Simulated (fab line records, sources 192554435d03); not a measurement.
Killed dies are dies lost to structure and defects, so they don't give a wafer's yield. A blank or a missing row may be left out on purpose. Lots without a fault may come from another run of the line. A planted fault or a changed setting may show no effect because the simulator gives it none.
Chamber matching | flow n5_finfet | N5_BEOL_M0_SAQP_ETCH_88 on rie_diel-02: 4 sister chambers
The step etches underlayer in N2/H2, target depth 6.5 nm, time 5.2 s. 4 wafers are shown with their chamber, then 9 later ones without.

WAFERS WITH THEIR CHAMBER
wafer  | chamber | showerhead_plenum_p_Torr (Torr)
L088.3 | 3       | 2.66
L088.6 | 0       | 2.51
L090.5 | 2       | 2.50
L090.6 | 1       | 2.42

WAFERS WITHOUT THEIR CHAMBER
wafer  | showerhead_plenum_p_Torr (Torr)
L091.2 | 2.51
L091.3 | 2.66
L091.5 | 2.66
L092.2 | 2.42
L092.4 | 2.66
L092.5 | 2.66
L097.2 | 2.50
L097.3 | 2.41
L097.4 | 2.65

WHICH CHAMBER EACH WENT THROUGH
wafer  | from the rows above | in truth
L091.2 | 0                   | 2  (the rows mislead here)
L091.3 | 3                   | 3
L091.5 | 3                   | 3
L092.2 | 1                   | 1
L092.4 | 3                   | 3
L092.5 | 3                   | 3
L097.2 | 2                   | 2
L097.3 | 1                   | 1
L097.4 | 3                   | 3
Placed correctly: 8 of 9. Can't be placed from these rows: 0. Placed wrongly: 1.
How it was worked out, from the rows above alone: a wafer's distance from a chamber is the root of the sum, over the readings, of the square of ((its reading less the chamber's mean) divided by the reading's scatter). The wafer belongs to the nearest chamber; if the next one is less than 2 further off, it can't be placed. A chamber's mean is the mean of its shown wafers. The scatter: with one shown wafer a chamber, the root of the mean of the squares of how far each hidden wafer lies from its nearest shown one.
